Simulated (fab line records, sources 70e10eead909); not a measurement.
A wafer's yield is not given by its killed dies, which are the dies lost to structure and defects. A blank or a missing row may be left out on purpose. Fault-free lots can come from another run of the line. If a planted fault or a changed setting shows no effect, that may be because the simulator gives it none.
Chamber matching / flow nand-harc / 4 sister chambers for NHARC_A_CONTACT_ETCH_92 on rie-diel-12
The step etches the open film in CH3F/O2, target depth 40 nm, time 85.7 s. 8 wafers are shown with their chamber, then 7 later ones without.

WAFERS PAIRED WITH THEIR CHAMBERS
wafer=L079.6; chamber=1; showerhead-plenum-p-Torr (Torr)=2.36; drypump-motor-current-A (A)=6.0
wafer=L080.4; chamber=2; showerhead-plenum-p-Torr (Torr)=2.29; drypump-motor-current-A (A)=6.2
wafer=L082.1; chamber=2; showerhead-plenum-p-Torr (Torr)=2.29; drypump-motor-current-A (A)=6.2
wafer=L081.3; chamber=0; showerhead-plenum-p-Torr (Torr)=2.63; drypump-motor-current-A (A)=5.2
wafer=L081.4; chamber=3; showerhead-plenum-p-Torr (Torr)=2.29; drypump-motor-current-A (A)=6.0
wafer=L081.6; chamber=1; showerhead-plenum-p-Torr (Torr)=2.36; drypump-motor-current-A (A)=6.0
wafer=L087.4; chamber=0; showerhead-plenum-p-Torr (Torr)=2.62; drypump-motor-current-A (A)=5.1
wafer=L087.5; chamber=3; showerhead-plenum-p-Torr (Torr)=2.29; drypump-motor-current-A (A)=6.0

WAFERS MISSING THEIR CHAMBER
wafer=L087.6; showerhead-plenum-p-Torr (Torr)=2.28; drypump-motor-current-A (A)=6.2
wafer=L090.3; showerhead-plenum-p-Torr (Torr)=2.35; drypump-motor-current-A (A)=6.0
wafer=L090.5; showerhead-plenum-p-Torr (Torr)=2.28; drypump-motor-current-A (A)=6.2
wafer=L090.6; showerhead-plenum-p-Torr (Torr)=2.35; drypump-motor-current-A (A)=6.0
wafer=L096.1; showerhead-plenum-p-Torr (Torr)=2.27; drypump-motor-current-A (A)=6.0
wafer=L096.2; showerhead-plenum-p-Torr (Torr)=2.35; drypump-motor-current-A (A)=6.1
wafer=L096.4; showerhead-plenum-p-Torr (Torr)=2.27; drypump-motor-current-A (A)=6.2

WHICH CHAMBER EACH ONE RAN IN
wafer=L087.6; from the rows above=2; in truth=2
wafer=L090.3; from the rows above=1; in truth=1
wafer=L090.5; from the rows above=2; in truth=2
wafer=L090.6; from the rows above=1; in truth=1
wafer=L096.1; from the rows above=3; in truth=3
wafer=L096.2; from the rows above=1; in truth=1
wafer=L096.4; from the rows above=2; in truth=2
7 of 7 placed correctly. Not placeable from these rows: 0. Number placed wrongly: 0.
How it was worked out, from the rows above alone: a wafer's distance from a chamber is the root of the sum, over the readings, of the square of ((its reading less the chamber's mean) divided by the reading's scatter). If the next closest chamber is less than 2 further off than the closest, the wafer can't be placed; otherwise it belongs to the closest. The mean given for a chamber averages the wafers shown for that chamber. The scatter is the square root of a quotient: the sum, over the shown wafers, of each reading's squared deviation from its chamber's mean, divided by wafers minus chambers.
